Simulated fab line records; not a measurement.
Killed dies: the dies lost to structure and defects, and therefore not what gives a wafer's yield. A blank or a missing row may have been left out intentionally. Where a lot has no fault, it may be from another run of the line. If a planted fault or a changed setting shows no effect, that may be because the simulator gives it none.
fab line records -- flow n5-finfet -- part 1 of 2: steps 1 to 4 of 6
record: lots: 24, wafers: 72, last-day: 19
route steps=1938 shown BEOL_M12@1650 BEOL_M13@1672 BEOL_M14@1716
lots that met no fault: from a run of the same line without faults
start-h: the number of hours between the record's first day and the start of the first shown wafer of the lot -- wait-h: hours elapsed since this lot's preceding step -- " identical to the entry in the row above -- L1.1+2: one row covering several wafers at once -- - no value, or no start given -- * or withheld: withheld -- < > ~ a bound
route shown NAME@n: names a module that has steps shown in the file, with the first one's number in the route -- usual: mean/standard deviation taken from wafers without a fault -- same: alike in all rows -- chamber/n: place in a boat -- sites: per-site readings -- _std_site: standard deviation of those values -- _edge_site: inner sites' mean taken away from outer sites' mean -- radius-mm: for every site, how far away it sits from the centre of the wafer -- mask NAME#n: copy n -- behind: the last tool/chamber to shape the wafer -- hold: reason for holding the lot/hours on hold/outcome of the hold -- device: the transistor (n, p or np) that didn't switch -- end of line: at the end of the route, the tests of the same wafers -- for a step that has no rows: nothing shown but its recipe -- killed: dies that structure and defects cost at the first sort, which is not the same as the wafer's yield -- map: dies across one wafer; x = killed, . = not, _ = none there
set.NAME: the run value of the setting; set.NAME@STEP: its run value at that earlier step -- model.NAME: the simulator's own value behind a step, which no gauge read
one table for each step of the route and one row for each wafer, over a sample of lots
services: a tool's chamber out of use, with start hour (start-h, from the record's first day; less than 0 if before it), hours out, and reason
== steps ==
step: N5_BEOL_M12_SPUTTER_45
recipe: material: Cu, target-thk-a: 800, temp-c: -20, bias-v: 60, power-w: 26000, chamber-pressure-pa: 0.13, time-s: 13.33
usual: chamber-pressure-pa: 0.12999/0.00025, throttle-valve-pct: 30.0/0.65
same: time-s: 13.33
lot.wafer,tool,chamber,start-h,wait-h,chamber-pressure-pa,throttle-valve-pct
L075.1,pvd-sputter-01,-,262.94,0.0,0.13001,30.1
L075.2,pvd-sputter-01,-,262.94,0.0,0.13016,30.5
L075.6,pvd-sputter-01,-,262.94,0.0,0.13019,30.7
L077.1,pvd-sputter-02,-,269.64,0.0,0.12965,29.3
L077.2,pvd-sputter-02,-,269.64,0.0,0.13018,31.1
L077.3,pvd-sputter-02,-,269.64,0.0,0.12982,29.7
L074.4,pvd-sputter-01,-,278.79,0.0,0.1299,30.6
L074.5,pvd-sputter-01,-,278.79,0.0,0.13005,30.5
L074.6,pvd-sputter-01,-,278.79,0.0,0.13006,29.9
L076.3,pvd-sputter-01,-,279.11,0.0,0.12977,30.6
L076.4,pvd-sputter-01,-,279.11,0.0,0.1298,30.6
L076.6,pvd-sputter-01,-,279.11,0.0,0.12967,29.9
L079.1,pvd-sputter-02,-,296.06,0.0,0.1301,30.1
L079.3,pvd-sputter-02,-,296.06,0.0,0.12972,29.5
L079.4,pvd-sputter-02,-,296.06,0.0,0.12992,30.9
L078.2,pvd-sputter-02,-,299.34,0.0,0.13003,30.2
L078.3,pvd-sputter-02,-,299.34,0.0,0.13022,30.9
L078.6,pvd-sputter-02,-,299.34,0.0,0.12983,30.1
L081.1,pvd-sputter-02,-,313.85,0.0,0.13048,30.9
L081.4,pvd-sputter-02,-,313.85,0.0,0.12954,29.7
L081.5,pvd-sputter-02,-,313.85,0.0,0.13035,29.3
L080.1,pvd-sputter-02,-,314.21,0.0,0.12942,29.9
L080.4,pvd-sputter-02,-,314.21,0.0,0.13035,29.3
L080.5,pvd-sputter-02,-,314.21,0.0,0.13003,29.6
L083.2,pvd-sputter-01,-,327.90,0.0,0.12997,30.0
L083.5,pvd-sputter-01,-,327.90,0.0,0.13013,30.6
L083.6,pvd-sputter-01,-,327.90,0.0,0.12977,30.0
L085.2,pvd-sputter-02,-,339.76,0.0,0.12995,29.4
L085.4,pvd-sputter-02,-,339.76,0.0,0.13013,31.0
L085.5,pvd-sputter-02,-,339.76,0.0,0.13018,31.0
L084.1,pvd-sputter-01,-,340.51,0.0,0.12962,30.4
L084.3,pvd-sputter-01,-,340.51,0.0,0.13002,30.5
L084.6,pvd-sputter-01,-,340.51,0.0,0.13,30.8
L082.1,pvd-sputter-02,-,340.82,0.0,0.12989,31.0
L082.3,pvd-sputter-02,-,340.82,0.0,0.13003,29.8
L082.4,pvd-sputter-02,-,340.82,0.0,0.13005,29.7
L086.1,pvd-sputter-02,-,341.58,0.0,0.12977,31.1
L086.2,pvd-sputter-02,-,341.58,0.0,0.13036,29.9
L086.3,pvd-sputter-02,-,341.58,0.0,0.13028,29.4
L087.1,pvd-sputter-02,-,342.26,0.0,0.12962,29.5
L087.4,pvd-sputter-02,-,342.26,0.0,0.12986,29.6
L087.5,pvd-sputter-02,-,342.26,0.0,0.12957,29.5
L088.1,pvd-sputter-03,-,364.55,0.0,0.12994,31.3
L088.4,pvd-sputter-03,-,364.55,0.0,0.12982,28.7
L088.5,pvd-sputter-03,-,364.55,0.0,0.13039,28.8
L090.2,pvd-sputter-01,-,367.08,0.0,0.13001,30.7
L090.3,pvd-sputter-01,-,367.08,0.0,0.12992,30.3
L090.6,pvd-sputter-01,-,367.08,0.0,0.12986,29.8
L089.1,pvd-sputter-03,-,367.65,0.0,0.12995,28.8
L089.3,pvd-sputter-03,-,367.65,0.0,0.12982,30.1
L089.6,pvd-sputter-03,-,367.65,0.0,0.12937,30.0
L091.4,pvd-sputter-02,-,375.59,0.0,0.1304,30.0
L091.5,pvd-sputter-02,-,375.59,0.0,0.13029,31.2
L091.6,pvd-sputter-02,-,375.59,0.0,0.13015,29.6
L093.2,pvd-sputter-02,-,382.78,0.0,0.12985,30.9
L093.4,pvd-sputter-02,-,382.78,0.0,0.12964,30.0
L093.6,pvd-sputter-02,-,382.78,0.0,0.13021,29.2
L092.1,pvd-sputter-02,-,385.56,0.0,0.12999,29.4
L092.3,pvd-sputter-02,-,385.56,0.0,0.12989,29.6
L092.6,pvd-sputter-02,-,385.56,0.0,0.12948,30.9
L097.2,pvd-sputter-02,-,390.32,0.0,0.12957,29.5
L097.4,pvd-sputter-02,-,390.32,0.0,0.13015,30.1
L097.6,pvd-sputter-02,-,390.32,0.0,0.12994,29.8
L094.4,pvd-sputter-03,-,401.59,0.0,0.12981,31.2
L094.5,pvd-sputter-03,-,401.59,0.0,0.12998,31.3
L094.6,pvd-sputter-03,-,401.59,0.0,0.13002,29.2
L095.1,pvd-sputter-02,-,412.81,0.0,0.12986,31.0
L095.2,pvd-sputter-02,-,412.81,0.0,0.12963,29.4
L095.4,pvd-sputter-02,-,412.81,0.0,0.1297,29.8
L096.2,pvd-sputter-03,-,413.64,0.0,0.12975,29.1
L096.5,pvd-sputter-03,-,413.64,0.0,0.1298,29.0
L096.6,pvd-sputter-03,-,413.64,0.0,0.13044,31.1
step: N5_BEOL_M12_CMP_49
recipe: stop-on: SiOC, t-overpolish-s: 20.6, down-force-psi: 1, platen-rpm: 50, clearing-platen-down-force-psi: 1.5, clearing-platen-rpm: 50, post-cmp-clean: cu-alkaline, target-thk-nm: 320, clearing-platen-pad-velocity-m-s: 0.99484, pad-velocity-m-s: 0.99484
usual: barrier-field-endpoint-s: 30.3/0.76, clearing-platen-down-force-psi: 1.500/0.0031, edge-zone-pressure-frac: 1.000/0.0049, motor-current-A: 6.0/0.58, overpolish-run-s: 20.600/0.0088
same: t-overpolish-s: 20.6
lot.wafer,tool,chamber,start-h,wait-h,barrier-field-endpoint-s,clearing-platen-down-force-psi,edge-zone-pressure-frac,motor-current-A,overpolish-run-s
L075.2,cmp-01,1,263.50,0.2,32.3,1.501,1.005,5.8,20.595
L075.1,cmp-01,2,263.50,0.2,31.0,1.495,1.005,6.8,20.612
L075.6,cmp-01,2,263.50,0.2,31.7,1.498,1.004,7.0,20.593
L077.2,cmp-03,1,270.46,0.5,30.1,1.493,1.006,6.3,20.600
L077.1,cmp-03,2,270.46,0.5,29.9,1.501,1.004,5.4,20.576
L077.3,cmp-03,3,270.46,0.5,28.6,1.504,1.010,6.0,20.622
L074.4,cmp-04,0,279.40,0.2,30.4,1.502,1.001,5.6,20.599
L074.6,cmp-04,3,279.40,0.2,30.4,1.497,1.000,6.6,20.596
L074.5,cmp-04,0,279.40,0.2,29.3,1.500,0.998,5.6,20.597
L076.4,cmp-03,3,279.75,0.2,27.8,1.500,1.011,5.5,20.585
L076.3,cmp-03,0,279.75,0.2,31.4,1.497,0.994,4.7,20.611
L076.6,cmp-03,1,279.75,0.2,30.2,1.499,0.999,6.3,20.607
L079.4,cmp-04,3,296.74,0.2,29.9,1.498,1.005,6.6,20.612
L079.1,cmp-04,0,296.74,0.2,30.1,1.495,0.994,5.5,20.603
L079.3,cmp-04,1,296.74,0.2,29.3,1.499,1.002,6.2,20.591
L078.3,cmp-03,0,299.90,0.2,31.0,1.500,0.996,4.6,20.614
L078.2,cmp-03,2,299.90,0.2,30.6,1.496,0.998,5.8,20.617
L078.6,cmp-03,0,299.90,0.2,30.8,1.499,1.006,4.6,20.605
L081.4,cmp-03,3,314.49,0.1,29.8,1.496,1.006,6.1,20.600
L081.1,cmp-03,1,314.49,0.1,29.6,1.503,1.002,6.4,20.604
L081.5,cmp-03,3,314.49,0.1,29.4,1.499,0.995,5.9,20.600
L080.1,cmp-01,3,315.03,0.3,28.7,1.496,0.997,6.3,20.593
L080.4,cmp-01,1,315.03,0.3,30.6,1.502,1.003,6.1,20.591
L080.5,cmp-01,0,315.03,0.3,29.7,1.497,1.003,6.1,20.606
L083.2,cmp-01,3,329.04,0.2,29.8,1.502,1.005,6.4,20.594
L083.6,cmp-01,3,329.04,0.2,30.4,1.501,1.010,6.1,20.603
L083.5,cmp-01,0,329.04,0.2,30.5,1.500,1.009,6.5,20.592
L085.4,cmp-04,0,340.46,0.1,29.4,1.496,1.008,5.3,20.587
L085.2,cmp-04,2,340.46,0.1,30.0,1.500,1.001,6.5,20.602
L085.5,cmp-04,1,340.46,0.1,30.2,1.499,0.997,6.1,20.597
L084.3,cmp-03,1,341.12,0.2,30.8,1.500,0.996,6.2,20.580
L084.1,cmp-03,2,341.12,0.2,30.4,1.501,1.004,5.9,20.611
L084.6,cmp-03,2,341.12,0.2,30.2,1.504,1.001,5.6,20.589
L082.4,cmp-04,0,341.53,0.1,30.4,1.501,0.999,5.3,20.595
L082.3,cmp-04,1,341.53,0.1,30.8,1.500,0.992,6.4,20.599
L082.1,cmp-04,3,341.53,0.1,31.5,1.493,0.995,6.6,20.587
L086.2,cmp-01,1,342.15,0.2,31.4,1.503,0.995,5.9,20.599
L086.1,cmp-01,3,342.15,0.2,29.9,1.500,1.002,6.1,20.598
L086.3,cmp-01,0,342.15,0.2,30.3,1.503,1.001,6.2,20.600
L087.4,cmp-04,2,342.82,0.1,30.3,1.498,1.004,6.1,20.600
L087.1,cmp-04,0,342.82,0.1,29.8,1.501,1.000,5.4,20.604
L087.5,cmp-04,3,342.82,0.1,31.0,1.499,0.999,6.7,20.611
L088.1,cmp-04,2,365.11,0.3,29.7,1.494,0.989,6.4,20.607
L088.4,cmp-04,1,365.11,0.3,30.6,1.500,0.989,6.2,20.593
L088.5,cmp-04,2,365.11,0.3,29.4,1.491,0.993,5.9,20.616
L090.3,cmp-04,1,367.83,0.2,30.6,1.500,0.994,6.2,20.621
L090.2,cmp-04,0,367.83,0.2,28.9,1.500,1.002,5.3,20.586
L090.6,cmp-04,1,367.83,0.2,30.2,1.499,1.000,6.3,20.600
L089.3,cmp-03,3,368.29,0.2,29.9,1.503,1.003,6.2,20.598
L089.1,cmp-03,0,368.29,0.2,31.8,1.501,0.998,4.6,20.605
L089.6,cmp-03,0,368.29,0.2,30.9,1.498,0.998,4.6,20.593
L091.4,cmp-03,3,376.90,0.2,28.9,1.500,1.003,6.5,20.614
L091.6,cmp-03,1,376.90,0.2,30.5,1.501,0.997,6.2,20.613
L091.5,cmp-03,2,376.90,0.2,29.9,1.495,1.002,6.0,20.605
L093.4,cmp-01,0,383.34,0.1,30.4,1.498,1.000,6.4,20.597
L093.2,cmp-01,1,383.34,0.1,30.6,1.504,0.992,5.9,20.591
L093.6,cmp-01,1,383.34,0.1,30.8,1.504,0.996,5.8,20.608
L092.1,cmp-03,3,386.12,0.3,30.6,1.493,1.000,5.9,20.602
L092.3,cmp-03,1,386.12,0.3,30.6,1.499,1.002,6.2,20.595
L092.6,cmp-03,0,386.12,0.3,30.9,1.506,1.004,4.6,20.608
L097.4,cmp-01,0,390.96,0.2,30.4,1.498,1.000,6.6,20.603
L097.2,cmp-01,1,390.96,0.2,30.5,1.501,1.000,5.9,20.608
L097.6,cmp-01,2,390.96,0.2,31.0,1.497,1.001,6.8,20.608
L094.4,cmp-01,1,402.24,0.2,30.9,1.500,0.997,5.9,20.597
L094.5,cmp-01,3,402.24,0.2,29.3,1.501,1.001,6.2,20.600
L094.6,cmp-01,0,402.24,0.2,31.1,1.510,1.002,6.4,20.616
L095.1,cmp-03,1,413.44,0.3,30.3,1.498,0.999,6.4,20.597
L095.2,cmp-03,3,413.44,0.3,29.1,1.497,1.004,6.1,20.592
L095.4,cmp-03,0,413.44,0.3,30.3,1.494,0.999,4.6,20.602
L096.2,cmp-01,2,414.20,0.2,31.5,1.499,1.012,6.6,20.601
L096.5,cmp-01,2,414.20,0.2,31.8,1.499,1.013,7.0,20.600
L096.6,cmp-01,3,414.20,0.2,29.5,1.502,1.012,6.6,20.604
step: N5_BEOL_M13_DESCUM_15
recipe: chemistry: O2, time-s: 7.9, source-power-w: 50, bias-power-w: 20, pressure-mtorr: 20, rf-frequency-hz: 2.712e+07, temp-c: 40, o2-flow-sccm: 225
usual: drypump-motor-current-A: 5.4/0.34, oes-product-au: 0.83/0.065, rf-vpp-V: 243.1/1.2, showerhead-plenum-p-Torr: 2.08/0.052, throttle-valve-pct: 20.42/0.2
same: time-s: 7.9
lot.wafer,tool,chamber,start-h,wait-h,drypump-motor-current-A,oes-product-au,rf-hours-counter-h,rf-vpp-V,showerhead-plenum-p-Torr,throttle-valve-pct
L075.1,rie-diel-04,3,264.65,0.0,5.1,0.89,37,241.6,2.05,20.33
L075.2,rie-diel-04,1,264.65,0.0,5.6,0.95,15,244.9,2.14,20.47
L075.6,rie-diel-04,1,264.65,0.0,5.6,0.95,-,244.4,2.14,20.47
L077.1,rie-diel-01,1,271.59,0.0,5.7,0.74,182,243.5,2.17,20.56
L077.2,rie-diel-01,2,271.59,0.0,5.1,0.83,97,244.3,2.09,20.35
L077.3,rie-diel-01,3,271.59,0.0,5.3,0.83,119,243.8,2.08,20.31
L074.4,rie-diel-04,3,280.42,0.0,5.2,0.88,-,242.9,2.05,20.36
L074.5,rie-diel-04,1,280.42,0.0,5.6,0.93,-,243.7,2.14,20.50
L074.6,rie-diel-04,0,280.42,0.0,5.3,0.94,-,243.2,2.14,20.50
L076.3,rie-diel-01,3,280.72,0.0,5.3,0.82,122,243.6,2.08,20.29
L076.4,rie-diel-01,0,280.72,0.0,6.3,0.89,39,244.0,2.04,19.99
L076.6,rie-diel-01,0,280.72,0.0,6.3,0.90,-,241.6,2.04,20.01
L079.1,rie-diel-01,3,297.73,0.0,5.3,0.81,126,243.0,2.08,20.30
L079.3,rie-diel-01,2,297.73,0.0,5.1,0.82,105,243.5,2.09,20.36
L079.4,rie-diel-01,0,297.73,0.0,6.4,0.88,42,241.8,2.04,20.01
L078.2,rie-diel-04,1,301.11,0.0,5.6,0.90,31,244.7,2.14,20.49
L078.3,rie-diel-04,1,301.11,0.0,5.6,0.91,-,243.4,2.14,20.49
L078.6,rie-diel-04,3,301.11,0.0,5.1,0.85,-,242.4,2.04,20.36
L081.1,rie-diel-06,2,315.64,0.0,5.3,0.80,95,244.3,2.12,20.21
L081.4,rie-diel-06,0,315.64,0.0,5.5,0.70,215,241.5,1.99,20.94
L081.5,rie-diel-06,0,315.64,0.0,5.5,0.71,-,243.4,1.99,20.93
L080.1,rie-diel-04,0,316.63,0.6,5.3,0.90,19,244.8,2.13,20.51
L080.4,rie-diel-04,0,316.63,0.6,5.3,0.90,-,245.3,2.13,20.51
L080.5,rie-diel-04,1,316.63,0.6,5.6,0.89,-,244.9,2.13,20.50
L083.2,rie-diel-04,0,330.70,0.4,5.3,0.88,24,242.7,2.13,20.52
L083.5,rie-diel-04,3,330.70,0.4,5.2,0.83,-,244.1,2.04,20.38
L083.6,rie-diel-04,1,330.70,0.4,5.6,0.89,-,244.2,2.13,20.52
L085.2,rie-diel-04,0,341.61,0.0,5.3,0.88,29,244.0,2.13,20.53
L085.4,rie-diel-04,3,341.61,0.0,5.1,0.83,-,243.4,2.04,20.37
L085.5,rie-diel-04,0,341.61,0.0,5.3,0.87,-,242.2,2.13,20.52
L084.1,rie-diel-04,1,342.27,0.0,5.6,0.88,48,244.7,2.13,20.52
L084.3,rie-diel-04,0,342.27,0.0,5.3,0.89,30,244.2,2.13,20.52
L084.6,rie-diel-04,3,342.27,0.0,5.1,0.83,-,243.1,2.04,20.39
L082.1,rie-diel-06,3,342.97,0.4,4.9,0.69,232,241.3,2.03,20.43
L082.3,rie-diel-06,2,342.97,0.4,5.3,0.78,103,244.7,2.12,20.23
L082.4,rie-diel-06,1,342.97,0.4,5.8,0.90,28,242.6,2.04,19.93
L086.1,rie-diel-01,2,343.68,0.2,5.1,0.79,121,244.2,2.08,20.38
L086.2,rie-diel-01,1,343.68,0.2,5.7,0.74,205,243.5,2.17,20.61
L086.3,rie-diel-01,3,343.68,0.2,5.3,0.79,142,243.2,2.08,20.34
L087.1,rie-diel-04,0,344.39,0.4,5.3,0.87,31,244.4,2.13,20.55
L087.4,rie-diel-04,1,344.39,0.4,5.6,0.88,-,241.5,2.13,20.54
L087.5,rie-diel-04,3,344.39,0.4,5.2,0.82,-,241.9,2.04,20.40
L088.1,rie-diel-01,3,366.26,0.2,5.3,0.78,149,243.2,2.07,20.35
L088.4,rie-diel-01,0,366.26,0.2,6.4,0.85,62,242.9,2.03,20.04
L088.5,rie-diel-01,0,366.26,0.2,6.3,0.85,-,242.7,2.03,20.06
L090.2,rie-diel-04,0,368.98,0.0,5.3,0.86,38,243.7,2.13,20.54
L090.3,rie-diel-04,3,368.98,0.0,5.2,0.82,81,242.4,2.03,20.42
L090.6,rie-diel-04,1,368.98,0.0,5.6,0.86,-,242.8,2.13,20.54
L089.1,rie-diel-04,0,369.31,0.0,5.3,0.86,38,244.5,2.13,20.54
L089.3,rie-diel-04,3,369.31,0.0,5.2,0.83,81,241.5,2.03,20.39
L089.6,rie-diel-04,1,369.31,0.0,5.6,0.87,-,244.2,2.13,20.52
L091.4,rie-diel-01,1,378.06,0.2,5.8,0.72,215,243.1,2.16,20.60
L091.5,rie-diel-01,3,378.06,0.2,5.3,0.79,-,243.1,2.07,20.34
L091.6,rie-diel-01,0,378.06,0.2,6.4,0.85,-,241.5,2.03,20.05
L093.2,rie-diel-04,1,384.52,0.0,5.6,0.85,65,244.1,2.12,20.54
L093.4,rie-diel-04,0,384.52,0.0,5.3,0.85,-,244.8,2.12,20.54
L093.6,rie-diel-04,3,384.52,0.0,5.2,0.81,-,241.5,2.03,20.42
L092.1,rie-diel-06,0,387.27,0.0,5.5,0.69,240,241.1,1.98,20.98
L092.3,rie-diel-06,1,387.27,0.0,5.7,0.88,40,241.9,2.03,19.95
L092.6,rie-diel-06,3,387.27,0.0,4.9,0.66,-,242.5,2.03,20.45
L097.2,rie-diel-04,1,391.90,0.0,5.6,0.86,67,243.3,2.12,20.56
L097.4,rie-diel-04,1,391.90,0.0,5.6,0.85,-,243.1,2.12,20.56
L097.6,rie-diel-04,0,391.90,0.0,5.3,0.85,-,245.6,2.12,20.56
L094.4,rie-diel-04,1,403.73,0.4,5.6,0.85,69,243.4,2.12,20.56
L094.5,rie-diel-04,1,403.73,0.4,5.6,0.86,-,245.4,2.12,20.57
L094.6,rie-diel-04,0,403.73,0.4,5.3,0.85,-,243.9,2.12,20.57
L095.1,rie-diel-04,2,414.47,0.0,5.6,0.72,179,242.2,1.98,20.32
L095.2,rie-diel-04,0,414.47,0.0,5.3,0.84,55,244.7,2.12,20.57
L095.4,rie-diel-04,3,414.47,0.0,5.1,0.81,97,243.0,2.03,20.43
L096.2,rie-diel-04,1,415.22,0.0,5.6,0.84,72,244.8,2.12,20.56
L096.5,rie-diel-04,2,415.22,0.0,5.6,0.72,-,243.2,1.98,20.31
L096.6,rie-diel-04,1,415.22,0.0,5.6,0.85,-,242.4,2.12,20.55
step: N5_BEOL_M13_STRIP_64
recipe: chemistry: N2/H2, power-w: 1000, temp-c: 250, h2-frac: 0.65, overash-fraction: 0.3, pressure-mtorr: withheld, n2-flow-sccm: 1750, h2-flow-sccm: 3250
usual: drypump-motor-current-A: 5.7/0.4, heater-power-w: 335/19, oes-product-au: 0.715/0.0044, strip-time-to-endpoint-s: 31.30/0.07
lot.wafer,tool,chamber,start-h,wait-h,drypump-motor-current-A,heater-power-w,oes-product-au,rf-hours-counter-h,strip-time-to-endpoint-s
L075.1,plasma-asher-01,1,265.18,0.0,5.1,348,0.725,125,31.25
L075.2,plasma-asher-01,0,265.18,0.0,5.6,308,0.709,125,31.31
L075.6,plasma-asher-01,1,265.18,0.0,5.1,354,0.710,-,31.32
L077.1,plasma-asher-01,0,271.97,0.0,5.6,303,0.712,127,31.34
L077.2,plasma-asher-01,1,271.97,0.0,5.1,351,0.716,127,31.28
L077.3,plasma-asher-01,1,271.97,0.0,5.1,357,0.711,-,31.37
L074.4,plasma-asher-02,0,280.81,0.0,5.9,330,0.714,-,31.39
L074.5,plasma-asher-02,0,280.81,0.0,5.9,332,0.720,-,31.40
L074.6,plasma-asher-02,1,280.81,0.0,6.2,362,0.724,-,31.34
L076.3,plasma-asher-01,1,281.13,0.0,5.1,348,0.710,-,31.27
L076.4,plasma-asher-01,0,281.13,0.0,5.6,301,0.710,-,31.20
L076.6,plasma-asher-01,0,281.13,0.0,5.6,302,0.723,-,31.25
L079.1,plasma-asher-02,1,298.11,0.0,6.2,358,0.710,79,31.18
L079.3,plasma-asher-02,0,298.11,0.0,5.9,332,0.714,-,31.15
L079.4,plasma-asher-02,1,298.11,0.0,6.2,350,0.715,-,31.20
L078.2,plasma-asher-01,1,301.64,0.0,5.1,350,0.710,132,31.35
L078.3,plasma-asher-01,0,301.64,0.0,5.6,308,0.709,-,31.33
L078.6,plasma-asher-01,1,301.64,0.0,5.1,356,0.714,-,31.37
L081.1,plasma-asher-02,0,316.02,0.0,5.9,329,0.710,84,31.42
L081.4,plasma-asher-02,0,316.02,0.0,5.9,330,0.715,-,31.32
L081.5,plasma-asher-02,1,316.02,0.0,6.2,349,0.713,-,31.36
L080.1,plasma-asher-02,0,317.02,0.0,5.9,325,0.714,84,31.26
L080.4,plasma-asher-02,1,317.02,0.0,6.2,352,0.716,-,31.37
L080.5,plasma-asher-02,0,317.02,0.0,5.9,325,0.719,-,31.26
L083.2,plasma-asher-01,0,331.08,0.0,5.6,309,0.718,137,31.29
L083.5,plasma-asher-01,1,331.08,0.0,5.1,350,0.722,-,31.28
L083.6,plasma-asher-01,0,331.08,0.0,5.6,309,0.717,-,31.34
L085.2,plasma-asher-01,0,341.99,0.0,5.6,311,0.721,140,31.38
L085.4,plasma-asher-01,1,341.99,0.0,5.1,347,0.717,-,31.37
L085.5,plasma-asher-01,1,341.99,0.0,5.1,347,0.722,-,31.33
L084.1,plasma-asher-02,0,342.65,0.0,5.9,331,0.712,89,31.35
L084.3,plasma-asher-02,0,342.65,0.0,5.8,331,0.713,-,31.32
L084.6,plasma-asher-02,0,342.65,0.0,5.9,331,0.718,-,31.35
L082.1,plasma-asher-01,0,343.35,0.0,5.7,301,0.716,141,31.37
L082.3,plasma-asher-01,0,343.35,0.0,5.6,311,0.717,-,31.29
L082.4,plasma-asher-01,1,343.35,0.0,5.1,355,0.719,-,31.28
L086.1,plasma-asher-02,0,344.06,0.0,5.9,336,0.717,90,31.34
L086.2,plasma-asher-02,1,344.06,0.0,6.2,351,0.716,90,31.37
L086.3,plasma-asher-02,1,344.06,0.0,6.2,345,0.715,-,31.33
L087.1,plasma-asher-02,0,344.77,0.0,5.9,330,0.722,90,31.30
L087.4,plasma-asher-02,0,344.77,0.0,5.9,329,0.710,-,31.23
L087.5,plasma-asher-02,1,344.77,0.0,6.2,347,0.711,-,31.23
L088.1,plasma-asher-01,0,366.64,0.0,5.6,311,0.705,144,31.21
L088.4,plasma-asher-01,1,366.64,0.0,5.1,354,0.717,-,31.23
L088.5,plasma-asher-01,0,366.64,0.0,5.6,313,0.712,-,31.09
L090.2,plasma-asher-01,1,369.36,0.0,5.1,358,0.717,144,31.30
L090.3,plasma-asher-01,0,369.36,0.0,5.6,308,0.711,-,31.31
L090.6,plasma-asher-01,1,369.36,0.0,5.1,349,0.718,-,31.25
L089.1,plasma-asher-01,0,369.74,0.0,5.6,307,0.713,145,31.32
L089.3,plasma-asher-01,0,369.74,0.0,5.6,316,0.713,-,31.24
L089.6,plasma-asher-01,1,369.74,0.0,5.1,353,0.720,-,31.21
L091.4,plasma-asher-01,1,378.46,0.0,5.1,349,0.716,-,31.36
L091.5,plasma-asher-01,0,378.46,0.0,5.6,312,0.719,-,31.37
L091.6,plasma-asher-01,1,378.46,0.0,5.1,354,0.713,-,31.42
L093.2,plasma-asher-02,0,384.95,0.0,5.9,335,0.716,99,31.26
L093.4,plasma-asher-02,1,384.95,0.0,6.2,355,0.706,-,31.26
L093.6,plasma-asher-02,1,384.95,0.0,6.2,349,0.711,-,31.21
L092.1,plasma-asher-02,1,387.65,0.0,6.3,358,0.718,99,31.33
L092.3,plasma-asher-02,1,387.65,0.0,6.3,350,0.714,-,31.39
L092.6,plasma-asher-02,1,387.65,0.0,6.2,361,0.711,-,31.38
L097.2,plasma-asher-02,1,392.29,0.0,6.2,356,0.717,101,31.27
L097.4,plasma-asher-02,1,392.29,0.0,6.2,341,0.714,-,31.21
L097.6,plasma-asher-02,1,392.29,0.0,6.2,349,0.712,-,31.26
L094.4,plasma-asher-02,1,404.14,0.0,6.2,347,0.716,-,31.37
L094.5,plasma-asher-02,1,404.14,0.0,6.2,342,0.714,-,31.33
L094.6,plasma-asher-02,0,404.14,0.0,5.9,325,0.717,-,31.37
L095.1,plasma-asher-01,1,414.85,0.0,5.1,338,0.704,150,31.43
L095.2,plasma-asher-01,0,414.85,0.0,5.6,304,0.716,150,31.32
L095.4,plasma-asher-01,0,414.85,0.0,5.6,312,0.719,-,31.38
L096.2,plasma-asher-02,0,415.60,0.0,5.9,325,0.711,108,31.22
L096.5,plasma-asher-02,1,415.60,0.0,6.2,346,0.715,-,31.22
L096.6,plasma-asher-02,0,415.60,0.0,5.9,327,0.715,-,31.21
